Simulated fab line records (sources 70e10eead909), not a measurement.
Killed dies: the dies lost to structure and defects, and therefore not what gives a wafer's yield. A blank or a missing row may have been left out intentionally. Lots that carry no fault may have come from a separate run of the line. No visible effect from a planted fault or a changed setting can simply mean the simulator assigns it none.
Chamber matching ; flow nand_harc ; rie_diel-04 running NHARC_P_BONDPAD_ETCH_37: 4 sister chambers
The step etches the open film in N2/H2, target depth 60 nm, overetch 18 nm, time 65.91 s. 33 wafers are shown with their chamber, then 12 later ones without.

## WAFERS WITH THEIR CHAMBER
wafer;chamber;drypump_motor_current_A (A);showerhead_plenum_p_Torr (Torr);rf_vpp_V (V)
L075.3;2;5.3;2.16;434.0
L075.4;3;6.5;2.09;431.8
L075.5;0;5.3;1.95;428.6
L077.3;3;6.6;2.09;432.8
L077.5;3;6.6;2.09;432.2
L077.6;2;5.3;2.16;433.4
L081.4;2;5.3;2.16;433.6
L081.5;2;5.3;2.16;432.8
L081.6;1;5.0;2.00;429.9
L083.1;3;6.5;2.09;431.5
L083.3;1;5.0;2.00;428.4
L083.5;0;5.3;1.95;428.5
L084.1;1;5.0;2.00;428.9
L084.3;2;5.3;2.16;433.3
L084.6;1;5.0;2.00;429.1
L087.1;0;5.3;1.95;426.9
L087.3;1;5.0;2.00;429.7
L087.5;0;5.3;1.95;427.9
L086.2;2;5.3;2.16;434.1
L086.3;0;5.3;1.95;427.6
L086.4;3;6.5;2.09;432.3
L090.1;2;5.3;2.15;432.9
L090.3;1;5.0;2.00;429.6
L090.6;2;5.3;2.15;434.0
L091.3;1;5.0;2.00;428.8
L091.4;0;5.3;1.95;427.8
L091.5;3;6.6;2.08;430.7
L094.1;2;5.3;2.15;433.1
L094.4;3;6.6;2.08;432.9
L094.6;0;5.3;1.95;428.8
L093.4;1;5.0;2.00;430.0
L093.5;1;5.0;2.00;428.6
L093.6;2;5.3;2.15;434.3

SIGNATURES (means of the wafers above)
reading;chamber 0;chamber 1;chamber 2;chamber 3;scatter within a chamber
drypump_motor_current_A;5.300;5.000;5.300;6.557;0.0243
showerhead_plenum_p_Torr;1.9500;2.0000;2.1560;2.0871;0.00363
rf_vpp_V;428.014;429.222;433.550;432.029;0.631
Rule: distance of a wafer from a chamber = root of the sum over the readings of ((wafer's reading minus chamber's mean) / reading's scatter) squared. The wafer belongs to the nearest chamber; if the next one is less than 2 further off, it can't be placed. The scatter: take each reading less its chamber's mean, square it, sum over the shown wafers, divide by the number of wafers less the number of chambers, and take the root.

## WAFERS WHOSE CHAMBER IS MISSING
wafer;drypump_motor_current_A (A);showerhead_plenum_p_Torr (Torr);rf_vpp_V (V)
L092.2;5.3;1.95;429.1
L092.3;5.3;2.15;433.5
L092.5;5.0;2.00;429.2
L095.1;6.5;2.08;431.8
L095.2;5.0;2.00;428.8
L095.4;5.3;1.95;427.7
L096.3;5.3;1.95;427.6
L096.5;6.5;2.08;429.8
L096.6;5.3;1.95;427.7
L097.1;5.3;2.15;433.9
L097.2;5.3;1.95;427.8
L097.6;5.3;1.95;427.8

## WHICH CHAMBER EACH WENT THROUGH
wafer;from the rows above;in truth
L092.2;0;0
L092.3;2;2
L092.5;1;1
L095.1;3;3
L095.2;1;1
L095.4;0;0
L096.3;0;0
L096.5;3;3
L096.6;0;0
L097.1;2;2
L097.2;0;0
L097.6;0;0
12 of 12 placed correctly. Not placeable from these rows: 0. Wrongly placed: 0.
